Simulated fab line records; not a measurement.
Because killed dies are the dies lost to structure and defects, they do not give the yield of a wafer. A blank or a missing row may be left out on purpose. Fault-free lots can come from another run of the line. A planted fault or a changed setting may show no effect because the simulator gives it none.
One fault seen from 2 desks | flow n5 finfet | each desk has only its own numbers; what lay behind them comes last

== AT THE METROLOGY DESK ==
What the gauges read for every lot (on any tool): the sampled wafers with a number, averaged. If a lot's mean is further than 4 standard deviations from the usual mean, the lot is out of limits and carries the mark OUT (the distance appears in the brackets). 7 of its 11 readings are shown, namely those furthest out on some lot.
Columns: A = cd nm at N5_HKMG_FIN_CD_MEAS_12, usual 92.6 nm; B = DIBL_P at N5_BEOL_M4_RC_MEAS_101, usual 36.2 mV/V; C = IOFF_N at N5_BEOL_M4_RC_MEAS_101, usual 0.154 nA/um; D = ION_N at N5_BEOL_M4_RC_MEAS_101, usual 675 uA/um; E = ION_P at N5_BEOL_M4_RC_MEAS_101, usual 463 uA/um; F = SS_N at N5_BEOL_M4_RC_MEAS_101, usual 71.4 mV/dec; G = VT_P at N5_BEOL_M4_RC_MEAS_101, usual -251 mV
lot  | first seen here | A    | B    | C     | D   | E   | F    | G
L240 | day 5 02:01     | 92.2 | 37.4 | 0.164 | 678 | 469 | 71.7 | -248
L239 | day 5 05:27     | 91.6 | 34.3 | 0.132 | 673 | 459 | 70.7 | -254
L241 | day 5 17:51     | 92.1 | 38.7 | 0.164 | 681 | 467 | 71.4 | -249
L243 | day 5 22:21     | 93.4 | 36.4 | 0.141 | 668 | 458 | 71.7 | -250
L245 | day 6 06:52     | 92.0 | 35.6 | 0.150 | 675 | 458 | 71.6 | -252
L253 | day 8 08:23     | 93.6 | 34.5 | 0.132 | 662 | 454 | 71.0 | -254
L254 | day 8 17:08     | 92.5 | 37.4 | 0.191 | 683 | 469 | 71.9 | -248
L258 | day 9 16:58     | 92.8 | 35.9 | 0.165 | 676 | 471 | 71.4 | -246
L259 | day 9 22:07     | 91.9 | 37.1 | 0.162 | 673 | 461 | 71.7 | -251
Result from this desk: across the 9 lots, nothing is out of limits.

== AT THE TOOL OWNER'S DESK: ald metal-02 ==
The tool's own readings at N5_HKMG_FIN_PWFM_ALD_03 (deposits TiN, target thk 2 nm, pulse time 1 s, purge time 3 s): means of the sampled wafers that have a number, for each lot that ran on this tool. If a lot's mean is further than 4 standard deviations from the usual mean, the lot is out of limits and carries the mark OUT (the distance appears in the brackets).
Columns: A = heater power w at N5_HKMG_FIN_PWFM_ALD_03, usual 885 W; B = precursor pulse height rel at N5_HKMG_FIN_PWFM_ALD_03, usual 1.000; C = susceptor temp C at N5_HKMG_FIN_PWFM_ALD_03, usual 400.00 C
lot  | first seen here | A    | B     | C
L240 | day 5 01:11     | 967  | 0.997 | 399.96
L241 | day 5 17:08     | 935  | 0.993 | 408.64 (+39) OUT
L243 | day 5 21:31     | 1004 | 1.007 | 408.62 (+39) OUT
L258 | day 9 16:07     | 916  | 1.006 | 399.75
L259 | day 9 20:31     | 1030 | 1.007 | 399.91
This desk's finding: out of limits on L241, L243; first on L241, day 5 17:08 (susceptor temp C at N5_HKMG_FIN_PWFM_ALD_03). L240, L258, L259: within limits.

== ALL TOGETHER ==
The tool owner's desk had the chance to raise an alarm at day 5 17:08 on L241, L243.
At the metrology desk, nothing out of limits was observed.
The metrology desk has L241, L243 on record, within its limits.
All the named lots went through N5_HKMG_FIN_PWFM_ALD_03 on ald metal-02.

== WHAT HAD BEEN PUT IN BY THE SIMULATOR ==
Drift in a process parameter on ald metal-02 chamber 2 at N5_HKMG_FIN_PWFM_ALD_03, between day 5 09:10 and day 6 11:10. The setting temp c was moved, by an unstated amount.
Struck lots among those shown: L241, L243.
How many hours passed from the start of the fault until each desk's first out-of-limits reading: the tool owner's desk, 8.
